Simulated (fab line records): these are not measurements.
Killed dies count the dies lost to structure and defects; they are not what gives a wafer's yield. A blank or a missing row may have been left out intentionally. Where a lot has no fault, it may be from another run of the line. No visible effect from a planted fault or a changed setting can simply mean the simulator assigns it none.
Split-lot experiment | flow n5Finfet | 21 wafers read across 7 lots, on a route 1938 steps long

SPLIT DETAILS
At N5_GATE_CUT_EXPOSE_10 (exposes mask GATE CUT, target cd 20 nm), the setting doseMj was moved away from the recipe's 43.25 on 4 of the 21 wafers read, by -3.2% to +4.8%. The other wafers ran this setting at the recipe's value.

FROM THE SPLIT TO THE READING: what the file shows between them, 2 steps
- N5_GATE_CUT_PEB_11: peb time 60 s
- N5_GATE_CUT_DEVELOP_12: develop time 30 s

THE READING
Shown in nm: cdNm at N5_GATE_CUT_CD_MEAS_13, with target cd 20 nm. A value of 19.97 nm with a standard deviation of 0.25 nm is what fault-free wafers of this fab line usually give.

wafer  | tool, chamber at the split | doseMj as run | against the recipe | cdNm, nm | against lot-mates on the recipe
L078.1 | euvScanner-01, 0           | 43.25         | recipe             | 20.13    | -
L078.3 | euvScanner-01, 0           | 42.27         | -2.3%              | 19.42    | -0.66
L078.5 | euvScanner-01, 0           | 43.25         | recipe             | 20.03    | -
L079.3 | euvScanner-01, 0           | 43.25         | recipe             | 19.88    | -
L079.4 | euvScanner-01, 0           | 43.25         | recipe             | 19.74    | -
L079.6 | euvScanner-01, 0           | 43.25         | recipe             | 19.91    | -
L081.3 | euvScanner-02, 0           | 43.25         | recipe             | 20.33    | -
L081.4 | euvScanner-02, 0           | 43.25         | recipe             | 20.02    | -
L081.6 | euvScanner-02, 0           | 44.96         | +4.0%              | 21.02    | +0.85
L085.1 | euvScanner-01, 0           | 43.25         | recipe             | 20.13    | -
L085.2 | euvScanner-01, 0           | 43.25         | recipe             | 20.48    | -
L085.3 | euvScanner-01, 0           | 43.25         | recipe             | 20.37    | -
L089.1 | euvScanner-01, 0           | 43.25         | recipe             | 20.19    | -
L089.3 | euvScanner-01, 0           | 45.33         | +4.8%              | 21.08    | +0.78
L089.4 | euvScanner-01, 0           | 43.25         | recipe             | 20.40    | -
L092.2 | euvScanner-01, 0           | 43.25         | recipe             | 19.66    | -
L092.3 | euvScanner-01, 0           | 43.25         | recipe             | 19.82    | -
L092.5 | euvScanner-01, 0           | 43.25         | recipe             | 19.59    | -
L093.1 | euvScanner-01, 0           | 43.25         | recipe             | 19.83    | -
L093.4 | euvScanner-01, 0           | 41.85         | -3.2%              | 19.26    | -0.69
L093.6 | euvScanner-01, 0           | 43.25         | recipe             | 20.07    | -

FIT RESULTS
A straight line over all 21 wafers: cdNm changes by +0.236 nm for each +1% of doseMj; r = +0.85; the points scatter about the line by 0.25 nm.
The same after taking each lot's own level away (the mean of its wafers on the recipe; 21 wafers): +0.201 nm for each +1%; r = +0.94; scatter 0.12 nm.
That fit puts the effect of the largest move of doseMj on the reading at 0.96 nm.
Measured against the standard deviation above, the lots' own levels, which go from 19.690 to 20.327 nm, span 2.5 times it.
In other words, the slope is changed by the lot-to-lot level; the two fits disagree.
Check: with one of the wafers moved furthest among these (+4.8%) left out of the fit, the line predicts +1.08 nm for it against its lot-mates. It came out at +0.785 nm against them.

THE WHOLE CHAIN: every reading that the file lists as answering this split, in the file's order
step                   | what it does                                                | reading                                                        | change (the file's fit)               | r (the file's)
N5_GATE_CUT_CD_MEAS_13 | target cd 20 nm                                             | cdNm                                                           | +0.199 nm for each +1% of the setting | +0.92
N5_GATE_CUT_DESCUM_18  | chemistry O2, time 7 s                                      | GATE_CUT.cdNm (the simulator's own value, which no gauge read) | +0.179 nm for each +1% of the setting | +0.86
N5_GATE_CUT_ETCH_28    | etches underlayer in N2/H2, target depth 13 nm, time 10.4 s | GATE_CUT.cdNm (the simulator's own value, which no gauge read) | +0.166 nm for each +1% of the setting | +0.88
N5_GATE_CUT_ETCH_36    | etches SiARC in CF4, target depth 13 nm, time 21.7 s        | GATE_CUT.cdNm (the simulator's own value, which no gauge read) | +0.162 nm for each +1% of the setting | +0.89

THE FILE'S OWN FIT
cdNm changes by +0.199 nm for each +1% of doseMj, r = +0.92.
